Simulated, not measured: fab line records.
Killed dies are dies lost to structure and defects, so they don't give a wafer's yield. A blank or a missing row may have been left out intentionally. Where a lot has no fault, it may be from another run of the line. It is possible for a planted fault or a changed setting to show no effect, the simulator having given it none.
Matching of chambers / flow n5_finfet / N5_HKMG_FIN_ETCH_55 on rie_diel-05: 4 sister chambers
The step etches SOC in N2/H2, target depth 240 nm, time 300 s. 14 wafers are shown with their chamber, then 7 later ones without.

== WAFERS PAIRED WITH THEIR CHAMBERS ==
wafer=L075.2; chamber=2; drypump_motor_current_A (A)=5.8; showerhead_plenum_p_Torr (Torr)=2.63; rf_vpp_V (V)=527.0
wafer=L075.4; chamber=1; drypump_motor_current_A (A)=5.4; showerhead_plenum_p_Torr (Torr)=2.42; rf_vpp_V (V)=521.4
wafer=L075.5; chamber=0; drypump_motor_current_A (A)=6.3; showerhead_plenum_p_Torr (Torr)=2.62; rf_vpp_V (V)=526.2
wafer=L082.1; chamber=2; drypump_motor_current_A (A)=5.8; showerhead_plenum_p_Torr (Torr)=2.62; rf_vpp_V (V)=524.4
wafer=L082.3; chamber=1; drypump_motor_current_A (A)=5.4; showerhead_plenum_p_Torr (Torr)=2.42; rf_vpp_V (V)=520.5
wafer=L082.6; chamber=2; drypump_motor_current_A (A)=5.7; showerhead_plenum_p_Torr (Torr)=2.62; rf_vpp_V (V)=525.5
wafer=L084.4; chamber=1; drypump_motor_current_A (A)=5.4; showerhead_plenum_p_Torr (Torr)=2.41; rf_vpp_V (V)=520.4
wafer=L084.5; chamber=2; drypump_motor_current_A (A)=5.8; showerhead_plenum_p_Torr (Torr)=2.62; rf_vpp_V (V)=524.9
wafer=L084.6; chamber=3; drypump_motor_current_A (A)=6.6; showerhead_plenum_p_Torr (Torr)=2.63; rf_vpp_V (V)=528.0
wafer=L086.3; chamber=3; drypump_motor_current_A (A)=6.6; showerhead_plenum_p_Torr (Torr)=2.63; rf_vpp_V (V)=526.1
wafer=L086.5; chamber=0; drypump_motor_current_A (A)=6.3; showerhead_plenum_p_Torr (Torr)=2.62; rf_vpp_V (V)=523.6
wafer=L086.6; chamber=1; drypump_motor_current_A (A)=5.4; showerhead_plenum_p_Torr (Torr)=2.41; rf_vpp_V (V)=517.8
wafer=L087.2; chamber=0; drypump_motor_current_A (A)=6.3; showerhead_plenum_p_Torr (Torr)=2.61; rf_vpp_V (V)=525.7
wafer=L087.4; chamber=3; drypump_motor_current_A (A)=6.6; showerhead_plenum_p_Torr (Torr)=2.63; rf_vpp_V (V)=525.7

SIGNATURES (averages over the wafers above)
reading=drypump_motor_current_A; chamber 0=6.300; chamber 1=5.400; chamber 2=5.775; chamber 3=6.600; scatter within a chamber=0.0274
reading=showerhead_plenum_p_Torr; chamber 0=2.6167; chamber 1=2.4150; chamber 2=2.6225; chamber 3=2.6300; scatter within a chamber=0.00492
reading=rf_vpp_V; chamber 0=525.167; chamber 1=520.025; chamber 2=525.450; chamber 3=526.600; scatter within a chamber=1.34
Rule: a wafer lies at a distance from a chamber equal to the root of the sum of squares, over the readings, of (its reading less the chamber's mean, divided by the reading's scatter). The wafer belongs to the nearest chamber; if the next one is less than 2 further off, it can't be placed. The scatter: the root of (the sum of the squares of (reading less its chamber's mean) over the shown wafers, divided by (wafers less chambers)).

== WAFERS WITH NO CHAMBER GIVEN ==
wafer=L087.6; drypump_motor_current_A (A)=6.4; showerhead_plenum_p_Torr (Torr)=2.61; rf_vpp_V (V)=527.8
wafer=L096.3; drypump_motor_current_A (A)=5.4; showerhead_plenum_p_Torr (Torr)=2.73; rf_vpp_V (V)=529.1
wafer=L096.4; drypump_motor_current_A (A)=6.6; showerhead_plenum_p_Torr (Torr)=2.62; rf_vpp_V (V)=525.4
wafer=L096.6; drypump_motor_current_A (A)=6.3; showerhead_plenum_p_Torr (Torr)=2.61; rf_vpp_V (V)=525.7
wafer=L097.3; drypump_motor_current_A (A)=6.6; showerhead_plenum_p_Torr (Torr)=2.62; rf_vpp_V (V)=527.0
wafer=L097.4; drypump_motor_current_A (A)=5.4; showerhead_plenum_p_Torr (Torr)=2.72; rf_vpp_V (V)=527.8
wafer=L097.5; drypump_motor_current_A (A)=5.4; showerhead_plenum_p_Torr (Torr)=2.72; rf_vpp_V (V)=529.0

== WHICH CHAMBER EACH ONE RAN IN ==
wafer=L087.6; from the rows above=0; in truth=0
wafer=L096.3; from the rows above=2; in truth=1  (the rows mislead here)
wafer=L096.4; from the rows above=3; in truth=3
wafer=L096.6; from the rows above=0; in truth=0
wafer=L097.3; from the rows above=3; in truth=3
wafer=L097.4; from the rows above=2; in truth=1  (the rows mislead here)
wafer=L097.5; from the rows above=2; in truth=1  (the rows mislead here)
4 of 7 placed correctly. Left unplaced by these rows: 0. 3 placed wrongly.
